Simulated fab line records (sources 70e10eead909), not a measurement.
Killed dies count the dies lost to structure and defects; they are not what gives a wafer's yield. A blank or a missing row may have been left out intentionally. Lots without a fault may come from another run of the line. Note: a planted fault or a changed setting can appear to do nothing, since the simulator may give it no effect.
Struck lot and sound lot, side by side	flow nandHarc	36 out of 1159 route steps
Sound: the wafers L511.1, L511.4, L511.6. Struck: wafer L527.5. (L527.2, L527.6 of the same lot were not struck and are left out.) The cause comes at the end.
Per side, at each step with rows, come the tool, then ch with its chambers, and then its first start. Under that, the readings that differ: sound wafers	struck wafers	difference of the means	sigmas: that difference in standard deviations of wafers without a fault.
alike: readings with means less than 2 such deviations apart, plus words and numbers identical on both sides. not compared: withheld readings, readings lacking a value on some wafer, bounds such as >300 that could conceal the same value, and numbers that have no deviation in the record and whose values overlap.
Wherever a step has rows on one side only, a row that says differs or no value, or a row with sigmas, the two part there. Non-overlapping numbers with no deviation appear without sigmas and do not part them. A reading missing from all wafers of one side parts the sides only when that side holds two or more wafers.

NHARC_P_START_INSPECT_01:
  sound: defectInspect-01 at day 2 06:02; struck: defectInspect-02 at day 6 06:02
reading	sound	struck	difference	sigmas
rawDefectCount	6 6 5	0	-6	-3
then, 2 steps without rows for these wafers: NHARC_P_ZERO_WELL_PRECLEAN_00 (cleans in SPM, time 600 s); NHARC_P_ZERO_WELL_SRD_01.
NHARC_P_ZERO_WELL_PECVD_02: deposits SiO2, target thk 10 nm.
  sound on pecvd-01 ch 0,1,2, day 2 06:31; struck on pecvd-01 ch 0,1,2, day 6 06:29
then, 9 steps without rows for these wafers: NHARC_P_ZERO_WELL_DEHYDRATE_03 (time 120 s); NHARC_P_ZERO_WELL_HMDS_04 (time 30 s); NHARC_P_ZERO_WELL_COAT_64 (time 65 s); NHARC_P_ZERO_WELL_COAT_05 (resist thk 600 nm); NHARC_P_ZERO_WELL_SOFTBAKE_06 (time 70 s); NHARC_P_ZERO_WELL_EBR_07; NHARC_P_ZERO_WELL_EXPOSE_08 (exposes mask P ZERO, target cd 500 nm); NHARC_P_ZERO_WELL_PEB_09 (peb time 80 s); NHARC_P_ZERO_WELL_DEVELOP_10 (time 50 s).
NHARC_P_ZERO_WELL_CD_MEAS_11: target cd 500 nm.
  sound on cdSem-03 ch 0, day 2 07:15; struck on cdSem-03 ch 0, day 6 07:07
  alike: cdNm
then, 1 step without rows for these wafers: NHARC_P_ZERO_WELL_HARDBAKE_12 (time 65 s).
NHARC_P_ZERO_WELL_DESCUM_13: chemistry O2, time 3 s.
  sound on rieDiel-06 ch 0,2, day 2 07:24; struck on rieDiel-06 ch 3, day 6 07:18
reading	sound	struck	difference	sigmas
oesProductAu (a.u.)	1.003 1.019 1.008	0.990	-0.020	-2
throttleValvePct (%)	11.303 11.300 11.299	11.331	+0.030	+4
  alike: drypumpMotorCurrentA, rfVppV, showerheadPlenumPTorr
  not compared: rfHoursCounterH
NHARC_P_ZERO_WELL_ETCH_65: etches the open film in N2/H2, target depth 80 nm, overetch 24 nm, time 87.88 s.
  sound on rieDiel-06 ch 1,2, day 2 07:29; struck on rieDiel-06 ch 1, day 6 07:21
  alike: drypumpMotorCurrentA, h2FlowSccm, oesProductAu, rfVppV, showerheadPlenumPTorr, throttleValvePct
  not compared: rfHoursCounterH
NHARC_P_ZERO_WELL_ETCH_62: etches the open film in CHF3/Ar, target depth 13 nm, time 6.5 s.
  sound on rieDiel-06 ch 1,2,3; struck on rieDiel-06 ch 1
  alike: drypumpMotorCurrentA, oesProductAu, rfVppV, showerheadPlenumPTorr, throttleValvePct
  not compared: rfHoursCounterH
NHARC_P_ZERO_WELL_ETCH_63: etches the open film in HBr/Cl2, target depth 120 nm, time 40.1 s.
  sound on rieSi-03 ch 1,2, day 2 07:40; struck on rieSi-06 ch 1, day 6 07:34
  alike: drypumpMotorCurrentA, heBacksideLeakSccm, oesProductAu, throttleValvePct
  not compared: rfHoursCounterH
then, 9 steps without rows for these wafers: NHARC_P_ZERO_WELL_STRIP_15 (strips in SPM, time 900 s); NHARC_P_ZERO_WELL_DEHYDRATE_16 (time 120 s); NHARC_P_ZERO_WELL_HMDS_17 (time 30 s); NHARC_P_ZERO_WELL_COAT_18; NHARC_P_ZERO_WELL_SOFTBAKE_19 (time 95 s); NHARC_P_ZERO_WELL_EBR_20; NHARC_P_ZERO_WELL_EXPOSE_21 (exposes mask P NWELL, target cd 720 nm); NHARC_P_ZERO_WELL_PEB_22 (peb time 85 s); NHARC_P_ZERO_WELL_DEVELOP_23 (time 70 s).
NHARC_P_ZERO_WELL_CD_MEAS_24: target cd 720 nm.
  sound on cdSem-02 ch 0, day 2 08:28; struck on cdSem-03 ch 0, day 6 08:29
  alike: cdNm
then, 1 step without rows for these wafers: NHARC_P_ZERO_WELL_HARDBAKE_25 (time 80 s).
NHARC_P_ZERO_WELL_DESCUM_26: chemistry O2, time 3 s.
  sound on rieDiel-06 ch 0,1,3, day 2 08:38; struck on rieDiel-04 ch 1, day 6 08:39
reading	sound	struck	difference	sigmas
oesProductAu (a.u.)	0.985 0.991 0.999	1.012	+0.020	+2
throttleValvePct (%)	11.297 11.303 11.311	11.322	+0.018	+2
  alike: drypumpMotorCurrentA, rfVppV, showerheadPlenumPTorr
  not compared: rfHoursCounterH
then, 2 steps without rows for these wafers: NHARC_P_ZERO_WELL_IMPLANT_27; NHARC_P_ZERO_WELL_IMPLANT_57.
NHARC_P_ZERO_WELL_INSPECT_43:
  sound: defectInspect-02 at day 2 13:21; struck: defectInspect-01 at day 6 13:36
reading	sound	struck	difference	sigmas
rawDefectCount	15 15 13	623	+609	+99 or more
NHARC_P_STI_INSPECT_11:
  sound: defectInspect-02 at day 3 07:08; struck: defectInspect-01 at day 7 05:13
reading	sound	struck	difference	sigmas
rawDefectCount	0 2 5	605	+603	+99 or more
-- break in the record here, with 17 days between the starts of the struck wafers on either side (left off in module P_STI, picked up again in module END, where the first step shown is number 1159 on the route) --
NHARC_END_SORT_01:
  sound on prober-01 ch 0, day 20 05:29; struck on prober-02 ch 0, day 24 09:00
reading	sound	struck	difference	sigmas
killedAtArray	8 21 24	37	+19	+2
killedAtPeriphery	4 2 3	64	+61	+27
killedDies	13 23 27	101	+80	+9
  alike: killedAtOther, killedOpen, killedShort

## WHERE THEY PART
Last at NHARC_END_SORT_01 as far as this record goes, first at NHARC_P_START_INSPECT_01.

WHY: what the simulator had put in
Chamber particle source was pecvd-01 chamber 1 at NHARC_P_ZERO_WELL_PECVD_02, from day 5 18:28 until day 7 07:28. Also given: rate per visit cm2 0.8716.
